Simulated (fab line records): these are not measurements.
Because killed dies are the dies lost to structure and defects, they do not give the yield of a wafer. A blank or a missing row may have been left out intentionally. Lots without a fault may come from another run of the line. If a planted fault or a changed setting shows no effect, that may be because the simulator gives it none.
Which tool is to blame? | flow n5_finfet | Sampling: 12 lots, 36 wafers, 2 of 1938 route steps

== WHAT THE GAUGES READ, wafer by wafer ==
N5_FIN_SAQP_THK_MEAS_05.
lot  | measured    | on            | thk_nm (nm)
L075 | day 2 03:16 | film_metro-01 | 38.3 38.9 38.7
L077 | day 2 15:50 | film_metro-01 | 37.9 38.5 38.6
L079 | day 3 03:22 | film_metro-01 | 37.2 37.6 38.4
L081 | day 3 15:01 | film_metro-02 | 38.7 38.4 38.3
L083 | day 4 03:45 | film_metro-01 | 37.6 37.8 37.8
L085 | day 4 15:53 | film_metro-01 | 37.7 37.4 37.9
L087 | day 5 05:16 | film_metro-02 | 37.4 38.2 38.4
L089 | day 5 16:00 | film_metro-01 | 38.0 38.4 38.0
L091 | day 6 03:39 | film_metro-02 | 37.8 38.1 37.4
L093 | day 6 15:14 | film_metro-01 | 37.6 37.8 38.2
L095 | day 7 02:55 | film_metro-01 | 38.8 38.1 38.6
L097 | day 7 16:01 | film_metro-02 | 37.8 38.3 38.2

== EACH LOT AND THE TOOL THAT RAN IT (in order: tool; ch and the chambers of the sampled wafers; start) ==
lot  | N5_WELL_APT_RTA_34
L075 | rtp_anneal-02 ch 0, day 1 22:07
L077 | rtp_anneal-01 ch 0, day 2 10:09
L079 | rtp_anneal-01 ch 0, day 2 21:44
L081 | rtp_anneal-01 ch 0, day 3 09:45
L083 | rtp_anneal-01 ch 0, day 3 22:17
L085 | rtp_anneal-02 ch 0, day 4 10:15
L087 | rtp_anneal-01 ch 0, day 4 21:58
L089 | rtp_anneal-02 ch 0, day 5 10:08
L091 | rtp_anneal-01 ch 0, day 5 22:04
L093 | rtp_anneal-01 ch 0, day 6 10:25
L095 | rtp_anneal-01 ch 0, day 6 21:54
L097 | rtp_anneal-01 ch 0, day 7 10:07
- N5_WELL_APT_RTA_34: time 10 s.

== THE ANSWER, worked out from the rows above alone ==
Rule: the lots themselves supply what counts as usual. Put in order of their means at a reading, lots are off if they are a third of the lots or fewer, leave a main group of 4 or more, and stand apart from it by a gap of 3 or more times the standard deviation of the main group's means; of several such gaps the widest counts. Not used: any main group whose means are identical at the precision the tables above print for the reading. A lot without any number at a reading at which 4 lots or more have one is off too. All remaining lots with rows at the step are treated as sound.
Nothing can be told from this: no lot is off at any reading shown.

== WHAT HAD BEEN PUT IN BY THE SIMULATOR ==
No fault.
